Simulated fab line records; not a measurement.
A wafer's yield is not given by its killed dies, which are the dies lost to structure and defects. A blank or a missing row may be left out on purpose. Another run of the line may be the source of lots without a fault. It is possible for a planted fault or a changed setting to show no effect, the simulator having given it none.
Comparing a struck lot with a sound one ; flow n5Finfet ; 16 out of 1938 route steps
Sound: these wafers, L244.2, L244.4, L244.5. Struck: wafer L264.2 (left out: L264.4, a lot-mate that was not struck); the cause follows at the end.
For every step that has rows: the tool of each side, followed by ch and its chambers, followed by its first start. Under that, the readings that differ: sound wafers ; struck wafers ; difference of the means ; sigmas: that difference in standard deviations of wafers without a fault.
alike: readings whose means differ by less than 2 such deviations, and words and numbers that are the same on both sides. not compared: withheld readings, readings that some wafer has no value for, bounds like >300 that may hide the same value, and numbers for which the record gives no deviation and whose values overlap.
Wherever a step has rows on one side only, a row that says differs or no value, or a row with sigmas, the two part there. Numbers that have no deviation but don't overlap get no sigmas and don't part them. A reading that every wafer of one side lacks parts them only if that side has two wafers or more.

N5_BEOL_M0_SAQP_STRIP_75: strips in CF4.
  sound on rieDiel-02 ch 0,2, day 5 16:23; struck on rieDiel-05 ch 1, day 10 21:56
  alike: cf4FlowSccm, drypumpMotorCurrentA, oesProductAu, rfVppV, showerheadPlenumPTorr, throttleValvePct
  not compared: rfHoursCounterH
then, 7 steps without rows for these wafers: N5_BEOL_M0_CUTY_COAT_50 (time 60 s, resist thk 15 nm); N5_BEOL_M0_CUTY_COAT_51 (resist thk 150 nm); N5_BEOL_M0_CUTY_EBR_52; N5_BEOL_M0_CUTY_SOFTBAKE_53 (time 60 s); N5_BEOL_M0_CUTY_EXPOSE_54 (exposes mask M0 ABLK); N5_BEOL_M0_CUTY_PEB_55 (peb time 60 s); N5_BEOL_M0_CUTY_DEVELOP_56 (develop time 30 s).
N5_BEOL_M0_CUTY_CD_MEAS_57: target cd 200 nm.
  sound on cdSem-03 ch 0, day 5 16:47; struck on cdSem-01 ch 0, day 10 22:12
  alike: cdNm
N5_BEOL_M0_CUTY_OVL_MEAS_58:
  sound on overlay-02 ch 0, day 5 16:49; struck on overlay-01 ch 0, day 10 22:14
  alike: M0_ABLK_OVL
N5_BEOL_M0_CUTY_INSPECT_59: inspects for defects (macro).
  struck on defectInspect-02, day 10 22:16; sound on defectInspect-01, day 5 16:50
  alike: rawDefectCount
N5_BEOL_M0_CUTY_DESCUM_61: chemistry O2, time 7.9 s.
  sound on rieDiel-01 ch 1,2,3, day 5 16:53; struck on rieDiel-01 ch 2, day 10 23:15
  alike: drypumpMotorCurrentA, o2FlowSccm, oesProductAu, rfVppV, showerheadPlenumPTorr, throttleValvePct
  not compared: rfHoursCounterH
N5_BEOL_M0_CUTY_ETCH_62: etches SiARC in CF4, time 58.5 s.
  sound on rieDiel-01 ch 1,2,3, day 5 16:55; struck on rieDiel-01 ch 2, day 10 23:17
reading;sound;struck;difference;sigmas
cf4FlowSccm (sccm);100.28 100.38 99.85;99.50;-0.67;-2
etchRfOnTimeS (s);58.2 57.5 55.8;109.6;+52.4;+37
  alike: drypumpMotorCurrentA, oesProductAu, rfVppV, showerheadPlenumPTorr, throttleValvePct
  not compared: rfHoursCounterH
N5_BEOL_M0_CUTY_ETCH_63: etches SOC in N2/H2, target depth 82.7 nm, overetch 16.5 nm, time 124 s.
  sound on rieDiel-01 ch 1,2,3, day 5 16:58; struck on rieDiel-01 ch 2, day 10 23:20
  alike: drypumpMotorCurrentA, oesProductAu, rfVppV, showerheadPlenumPTorr, throttleValvePct
  not compared: rfHoursCounterH
-- here the record skips 3 days between the struck wafers' starts before and after, leaving off in module BEOL_M0_CUTY and picking up in module BEOL_M4 (first step shown: number 1111 of the route) --
N5_BEOL_M4_RC_MEAS_101:
  sound on prober-02 ch 0, day 8 08:02; struck on prober-01 ch 0, day 13 17:31
reading;sound;struck;difference;sigmas
ION_P (uA/um);471 466 468;452;-16;-2
  alike: DIBL_N, DIBL_P, IOFF_N, IOFF_P, ION_N, SS_N, SS_P, VT_N, VT_P
N5_PASSIVATION_PROBE_49:
  the record holds rows for the sound wafers here (prober-02, day 13 00:20) but none for the struck ones

WHERE THEY PART
First at N5_BEOL_M0_CUTY_ETCH_62; last, within this record, at N5_PASSIVATION_PROBE_49.

WHY: what had been put in by the simulator
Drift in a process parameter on rieDiel-01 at N5_BEOL_M0_CUTY_ETCH_62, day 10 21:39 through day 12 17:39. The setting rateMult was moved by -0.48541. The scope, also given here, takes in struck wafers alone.
